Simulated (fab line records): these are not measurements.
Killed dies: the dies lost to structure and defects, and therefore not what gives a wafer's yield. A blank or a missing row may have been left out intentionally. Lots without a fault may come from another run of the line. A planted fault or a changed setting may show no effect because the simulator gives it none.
Matching of chambers	flow nandHarc	4 sister chambers for NHARC_A_CHANNEL_FILL_D2_CMP_10 on cmp-02
The step polishes, target thk 150 nm. 8 wafers are shown with their chamber, then 10 later ones without.

## EACH WAFER AND ITS CHAMBER
wafer	chamber	motorCurrentA (A)	timeToEndpointS (s)
L080.6	0	11.6	16.7
L085.3	1	13.0	17.8
L088.3	0	10.9	16.2
L089.2	3	12.7	15.7
L089.4	1	13.4	18.5
L089.5	2	11.1	13.3
L091.1	2	10.7	15.5
L091.3	3	12.0	14.9

## WAFERS WITHOUT THEIR CHAMBER
wafer	motorCurrentA (A)	timeToEndpointS (s)
L091.5	11.6	14.4
L094.1	11.4	13.5
L094.5	10.6	14.1
L094.6	12.4	14.3
L094.2	11.8	12.5
L094.3	13.3	17.5
L094.4	11.7	12.0
L097.3	14.1	15.4
L097.4	12.1	13.2
L097.5	11.3	14.3

## THE CHAMBER EACH PASSED THROUGH
wafer	from the rows above	in truth
L091.5	can't be placed: 2 or 3 or 0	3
L094.1	can't be placed: 2 or 3 or 0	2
L094.5	2	2
L094.6	3	3
L094.2	can't be placed: 2 or 3 or 0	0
L094.3	1	1
L094.4	can't be placed: 2 or 3 or 0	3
L097.3	can't be placed: 1 or 3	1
L097.4	can't be placed: 3 or 2 or 0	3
L097.5	can't be placed: 2 or 0 or 3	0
3 of 10 placed correctly. Cannot be placed on the basis of these rows: 7; the candidates contain the true chamber in 7. Wrongly placed: 0.
How it was worked out, from the rows above alone: a wafer's distance from a chamber is the root of the sum, over the readings, of the square of ((its reading less the chamber's mean) divided by the reading's scatter). The wafer belongs to the nearest chamber; if the next one is less than 2 further off, it can't be placed. For every chamber, the mean is computed from those of its wafers that are shown. How the scatter is found: for the shown wafers, subtract from each reading the mean of its chamber, square and add these, divide the total by (wafers less chambers), then take the root.
